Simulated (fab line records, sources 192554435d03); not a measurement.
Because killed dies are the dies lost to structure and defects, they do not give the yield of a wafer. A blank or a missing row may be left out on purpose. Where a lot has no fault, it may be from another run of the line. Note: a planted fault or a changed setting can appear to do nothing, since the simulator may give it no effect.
Split-lot study || flow n5_finfet || 7 lots, 21 wafers read, on a route of 1938 steps

== THE SPLIT ITSELF ==
At N5_BEOL_M13_SPUTTER_43 (material TaN, target thk 15 nm, time 24.19 s), the setting time_s was moved away from the recipe's 24.19 s on 6 of the 21 wafers read, by -13.4% to +11.2%. All remaining wafers had this setting at the recipe value.

The split's own step is where the reading is taken.

== THE READING ==
TaN_of_BEOL_M13_SPUTTER_43.thk_nm (the simulator's own value, which no gauge read), in nm, at N5_BEOL_M13_SPUTTER_43 (material TaN, target thk 15 nm, time 24.19 s). The file does not state a usual value for it. Across the 15 wafers here that went through the recipe, the average is 15.0 nm and the standard deviation 0.18 nm.

{"wafer": "L074.2", "tool, chamber at the split": "pvd_sputter-02, -", "time_s as run, s": 24.19, "against the recipe": "recipe", "TaN_of_BEOL_M13_SPUTTER_43.thk_nm, nm": 15.2, "against lot-mates on the recipe": "-"}
{"wafer": "L074.3", "tool, chamber at the split": "pvd_sputter-02, -", "time_s as run, s": 24.19, "against the recipe": "recipe", "TaN_of_BEOL_M13_SPUTTER_43.thk_nm, nm": 15.2, "against lot-mates on the recipe": "-"}
{"wafer": "L074.5", "tool, chamber at the split": "pvd_sputter-02, -", "time_s as run, s": 20.94, "against the recipe": "-13.4%", "TaN_of_BEOL_M13_SPUTTER_43.thk_nm, nm": 13.2, "against lot-mates on the recipe": -2.0}
{"wafer": "L076.1", "tool, chamber at the split": "pvd_sputter-01, -", "time_s as run, s": 26.89, "against the recipe": "+11.2%", "TaN_of_BEOL_M13_SPUTTER_43.thk_nm, nm": 16.8, "against lot-mates on the recipe": "+1.8"}
{"wafer": "L076.4", "tool, chamber at the split": "pvd_sputter-01, -", "time_s as run, s": 24.19, "against the recipe": "recipe", "TaN_of_BEOL_M13_SPUTTER_43.thk_nm, nm": 15, "against lot-mates on the recipe": "-"}
{"wafer": "L076.6", "tool, chamber at the split": "pvd_sputter-01, -", "time_s as run, s": 24.19, "against the recipe": "recipe", "TaN_of_BEOL_M13_SPUTTER_43.thk_nm, nm": 15, "against lot-mates on the recipe": "-"}
{"wafer": "L077.1", "tool, chamber at the split": "pvd_sputter-03, -", "time_s as run, s": 24.19, "against the recipe": "recipe", "TaN_of_BEOL_M13_SPUTTER_43.thk_nm, nm": 15, "against lot-mates on the recipe": "-"}
{"wafer": "L077.4", "tool, chamber at the split": "pvd_sputter-03, -", "time_s as run, s": 24.19, "against the recipe": "recipe", "TaN_of_BEOL_M13_SPUTTER_43.thk_nm, nm": 15, "against lot-mates on the recipe": "-"}
{"wafer": "L077.6", "tool, chamber at the split": "pvd_sputter-03, -", "time_s as run, s": 24.19, "against the recipe": "recipe", "TaN_of_BEOL_M13_SPUTTER_43.thk_nm, nm": 15, "against lot-mates on the recipe": "-"}
{"wafer": "L081.3", "tool, chamber at the split": "pvd_sputter-02, -", "time_s as run, s": 24.19, "against the recipe": "recipe", "TaN_of_BEOL_M13_SPUTTER_43.thk_nm, nm": 15.2, "against lot-mates on the recipe": "-"}
{"wafer": "L081.4", "tool, chamber at the split": "pvd_sputter-02, -", "time_s as run, s": 21.19, "against the recipe": "-12.4%", "TaN_of_BEOL_M13_SPUTTER_43.thk_nm, nm": 13.4, "against lot-mates on the recipe": -1.7}
{"wafer": "L081.5", "tool, chamber at the split": "pvd_sputter-02, -", "time_s as run, s": 24.19, "against the recipe": "recipe", "TaN_of_BEOL_M13_SPUTTER_43.thk_nm, nm": 15, "against lot-mates on the recipe": "-"}
{"wafer": "L092.1", "tool, chamber at the split": "pvd_sputter-03, -", "time_s as run, s": 24.19, "against the recipe": "recipe", "TaN_of_BEOL_M13_SPUTTER_43.thk_nm, nm": 15, "against lot-mates on the recipe": "-"}
{"wafer": "L092.4", "tool, chamber at the split": "pvd_sputter-03, -", "time_s as run, s": 24.19, "against the recipe": "recipe", "TaN_of_BEOL_M13_SPUTTER_43.thk_nm, nm": 14.6, "against lot-mates on the recipe": "-"}
{"wafer": "L092.6", "tool, chamber at the split": "pvd_sputter-03, -", "time_s as run, s": 24.19, "against the recipe": "recipe", "TaN_of_BEOL_M13_SPUTTER_43.thk_nm, nm": 14.8, "against lot-mates on the recipe": "-"}
{"wafer": "L094.2", "tool, chamber at the split": "pvd_sputter-02, -", "time_s as run, s": 26.82, "against the recipe": "+10.9%", "TaN_of_BEOL_M13_SPUTTER_43.thk_nm, nm": 16.6, "against lot-mates on the recipe": "no lot-mate on the recipe"}
{"wafer": "L094.6", "tool, chamber at the split": "pvd_sputter-02, -", "time_s as run, s": 26.82, "against the recipe": "+10.9%", "TaN_of_BEOL_M13_SPUTTER_43.thk_nm, nm": 16.6, "against lot-mates on the recipe": "no lot-mate on the recipe"}
{"wafer": "L094.5", "tool, chamber at the split": "pvd_sputter-02, -", "time_s as run, s": 26.82, "against the recipe": "+10.9%", "TaN_of_BEOL_M13_SPUTTER_43.thk_nm, nm": 16.8, "against lot-mates on the recipe": "no lot-mate on the recipe"}
{"wafer": "L097.1", "tool, chamber at the split": "pvd_sputter-03, -", "time_s as run, s": 24.19, "against the recipe": "recipe", "TaN_of_BEOL_M13_SPUTTER_43.thk_nm, nm": 14.6, "against lot-mates on the recipe": "-"}
{"wafer": "L097.3", "tool, chamber at the split": "pvd_sputter-03, -", "time_s as run, s": 24.19, "against the recipe": "recipe", "TaN_of_BEOL_M13_SPUTTER_43.thk_nm, nm": 14.8, "against lot-mates on the recipe": "-"}
{"wafer": "L097.5", "tool, chamber at the split": "pvd_sputter-03, -", "time_s as run, s": 24.19, "against the recipe": "recipe", "TaN_of_BEOL_M13_SPUTTER_43.thk_nm, nm": 15, "against lot-mates on the recipe": "-"}

FIT RESULTS
A straight line over all 21 wafers: TaN_of_BEOL_M13_SPUTTER_43.thk_nm changes by +0.145 nm for each +1% of time_s; r = +0.98; the points scatter about the line by 0.19 nm.
The same after taking each lot's own level away (the mean of its wafers on the recipe; 18 wafers): +0.149 nm for each +1%; r = +0.99; scatter 0.12 nm.
That fit puts the effect of the largest move of time_s on the reading at 2 nm.
The span of the lots' own levels, 14.80 to 15.20 nm, comes to 2.2 times the standard deviation stated above.
The two slopes are in agreement: the lot-to-lot level therefore moves the slope only a little.
Check: for one of the wafers moved furthest among these (-13.4%), held out of the fit, the line's prediction against its lot-mates is -1.97 nm. It came out at -2 nm against them.

== OTHER SPLITS APPLIED TO THESE WAFERS ==
Other splits were also applied to these wafers ahead of the reading. Each is held against what the fit with the lots' levels taken away leaves over:
{"other split on the same wafers": "N5_BEOL_M11_COAT_59 spin_rpm", "wafers away from the commonest value": 8, "r with TaN_of_BEOL_M13_SPUTTER_43.thk_nm (lot level and that fit taken away)": "+0.02"}
{"other split on the same wafers": "N5_BEOL_M12_TRENCH_ETCH_34 time_s", "wafers away from the commonest value": 9, "r with TaN_of_BEOL_M13_SPUTTER_43.thk_nm (lot level and that fit taken away)": "+0.02"}
{"other split on the same wafers": "N5_BEOL_M12_SPUTTER_44 time_s", "wafers away from the commonest value": 6, "r with TaN_of_BEOL_M13_SPUTTER_43.thk_nm (lot level and that fit taken away)": "+0.04"}

== THE FILE'S OWN FIT ==
TaN_of_BEOL_M13_SPUTTER_43.thk_nm changes by +0.148 nm for each +1% of time_s, r = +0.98.
